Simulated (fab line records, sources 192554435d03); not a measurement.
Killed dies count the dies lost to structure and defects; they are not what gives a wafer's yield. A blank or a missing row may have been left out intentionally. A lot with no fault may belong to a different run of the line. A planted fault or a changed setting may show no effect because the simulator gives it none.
Matching of chambers -- flow n5Finfet -- N5_HKMG_FIN_ETCH_35 on rieDiel-02 has 4 sister chambers
The step etches SOC in N2/H2, target depth 215.8 nm, time 243.4 s. 16 wafers are shown with their chamber, then 8 later ones without.

== WAFERS WITH THEIR CHAMBER ==
wafer,chamber,showerheadPlenumPTorr (Torr),throttleValvePct (%),oesProductAu (a.u.)
L074.1,0,2.72,17.54,0.95
L074.2,1,2.69,17.65,0.85
L074.3,3,2.65,17.72,0.76
L075.1,3,2.65,17.71,0.76
L075.4,2,2.52,18.08,0.69
L075.5,0,2.72,17.55,0.94
L078.2,0,2.71,17.54,0.91
L078.5,3,2.65,17.74,0.75
L078.6,2,2.52,18.10,0.69
L080.1,3,2.65,17.73,0.74
L080.2,1,2.69,17.69,0.84
L080.6,1,2.69,17.66,0.83
L088.1,2,2.51,18.13,0.67
L088.2,1,2.68,17.70,0.82
L088.5,1,2.68,17.70,0.82
L089.1,3,2.64,17.77,0.73

SIGNATURES (means of the wafers above)
reading,chamber 0,chamber 1,chamber 2,chamber 3,scatter within a chamber
showerheadPlenumPTorr,2.7167,2.6860,2.5167,2.6480,0.00527
throttleValvePct,17.5433,17.6800,18.1033,17.7340,0.0217
oesProductAu,0.9333,0.8320,0.6833,0.7480,0.0144
Rule: for a wafer and a chamber, the distance is found by dividing, reading by reading, the gap between the wafer's reading and the chamber's mean by the reading's scatter, squaring, summing and taking the root. If the next closest chamber is less than 2 further off than the closest, the wafer can't be placed; otherwise it belongs to the closest. How the scatter is found: for the shown wafers, subtract from each reading the mean of its chamber, square and add these, divide the total by (wafers less chambers), then take the root.

== WAFERS WITHOUT THEIR CHAMBER ==
wafer,showerheadPlenumPTorr (Torr),throttleValvePct (%),oesProductAu (a.u.)
L089.2,2.68,17.70,0.82
L089.5,2.68,17.70,0.82
L090.1,2.68,17.70,0.82
L090.4,2.64,17.79,0.73
L090.5,2.70,17.58,0.87
L091.3,2.64,17.80,0.72
L091.4,2.70,17.60,0.86
L091.5,2.51,18.15,0.67

== WHICH CHAMBER EACH WENT THROUGH ==
wafer,from the rows above,in truth
L089.2,1,1
L089.5,1,1
L090.1,1,1
L090.4,3,3
L090.5,can't be placed: 0 or 1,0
L091.3,3,3
L091.4,can't be placed: 1 or 0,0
L091.5,2,2
Correct placement for 6 of the 8. These rows do not allow placing 2 (true chamber among the candidates in 2). Placed wrongly: 0.
